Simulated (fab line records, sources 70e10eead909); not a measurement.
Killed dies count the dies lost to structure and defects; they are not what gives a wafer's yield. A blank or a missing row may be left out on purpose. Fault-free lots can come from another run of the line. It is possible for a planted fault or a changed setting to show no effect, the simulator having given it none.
Chamber matching	flow nand harc	NHARC_A_ZERO_WELL_ETCH_19 on rie diel-02: 4 sister chambers
The step etches the open film in N2/H2, target depth 80 nm, overetch 24 nm, time 87.88 s. 45 wafers are shown with their chamber, then 12 later ones without.

== WAFERS WITH THEIR CHAMBER ==
wafer	chamber	drypump motor current A (A)	rf vpp V (V)	oes product au (a.u.)
L074.1	1	5.80	426.8	1.006
L074.2	3	6.11	434.3	0.993
L074.6	2	5.94	427.4	0.992
L075.1	3	6.10	434.4	0.975
L075.4	2	5.95	427.9	0.982
L075.5	2	5.95	427.5	0.987
L076.1	1	5.78	428.2	1.005
L076.4	3	6.10	432.3	0.989
L076.5	0	6.01	432.7	1.004
L078.1	0	6.01	432.2	0.993
L078.2	2	5.95	428.2	0.999
L078.6	3	6.08	434.2	0.989
L079.2	3	6.08	433.1	0.987
L079.4	0	5.99	433.5	1.008
L079.5	3	6.10	434.8	1.000
L080.1	2	5.94	428.0	0.993
L080.2	0	6.00	433.6	0.995
L080.6	0	5.99	433.4	0.986
L084.1	2	5.97	427.6	0.995
L084.4	3	6.09	434.8	0.990
L084.5	3	6.10	434.7	1.000
L085.2	1	5.79	427.0	1.016
L085.3	3	6.08	434.2	0.999
L085.6	2	5.92	427.5	0.998
L086.1	1	5.80	426.7	1.020
L086.3	2	5.96	427.5	1.011
L086.4	3	6.08	434.1	0.990
L087.1	1	5.79	427.3	1.020
L087.2	0	5.98	431.8	0.992
L087.3	2	5.95	428.3	1.009
L089.2	3	6.10	434.2	0.994
L089.4	1	5.81	429.0	1.022
L089.5	2	5.95	427.4	1.011
L088.2	0	6.01	433.0	0.986
L088.5	0	6.01	433.7	0.975
L088.6	1	5.79	427.5	1.007
L090.2	3	6.08	433.7	0.992
L090.4	1	5.75	428.9	1.006
L090.5	1	5.81	428.4	1.019
L091.2	3	6.09	433.7	0.993
L091.3	1	5.78	427.6	1.021
L091.4	2	5.95	427.8	1.007
L092.2	0	6.00	433.5	0.974
L092.4	1	5.78	428.5	1.015
L092.6	0	6.00	433.3	0.982

SIGNATURES, as means of the wafers listed above
reading	chamber 0	chamber 1	chamber 2	chamber 3	scatter within a chamber
drypump motor current A	6.0000	5.7891	5.9482	6.0915	0.0129
rf vpp V	433.070	427.809	427.736	434.038	0.656
oes product au	0.98950	1.01427	0.99855	0.99162	0.00871
Rule: for each reading, subtract the chamber's mean from the wafer's reading, divide by that reading's scatter and square the result; add these up over the readings and take the root, which gives the wafer's distance from the chamber. If the next closest chamber is less than 2 further off than the closest, the wafer can't be placed; otherwise it belongs to the closest. How the scatter is found: for the shown wafers, subtract from each reading the mean of its chamber, square and add these, divide the total by (wafers less chambers), then take the root.

== WAFERS WHOSE CHAMBER IS MISSING ==
wafer	drypump motor current A (A)	rf vpp V (V)	oes product au (a.u.)
L093.1	6.01	433.1	0.978
L093.2	6.11	433.8	1.001
L093.5	6.00	432.4	0.977
L094.1	6.01	433.0	0.980
L094.2	6.11	434.6	1.015
L094.3	5.96	429.2	1.003
L095.1	5.96	432.9	0.986
L095.2	5.95	428.1	0.997
L095.6	5.77	427.0	1.002
L096.1	5.81	429.5	1.015
L096.4	6.10	433.8	1.016
L096.6	6.09	433.6	1.015

== WHICH CHAMBER EACH WENT THROUGH ==
wafer	from the rows above	in truth
L093.1	0	0
L093.2	3	3
L093.5	0	0
L094.1	0	0
L094.2	3	3
L094.3	2	2
L095.1	0	0
L095.2	2	2
L095.6	1	1
L096.1	1	1
L096.4	3	3
L096.6	3	3
Correctly placed: 12 of 12. Not placeable from these rows: 0. Number placed wrongly: 0.
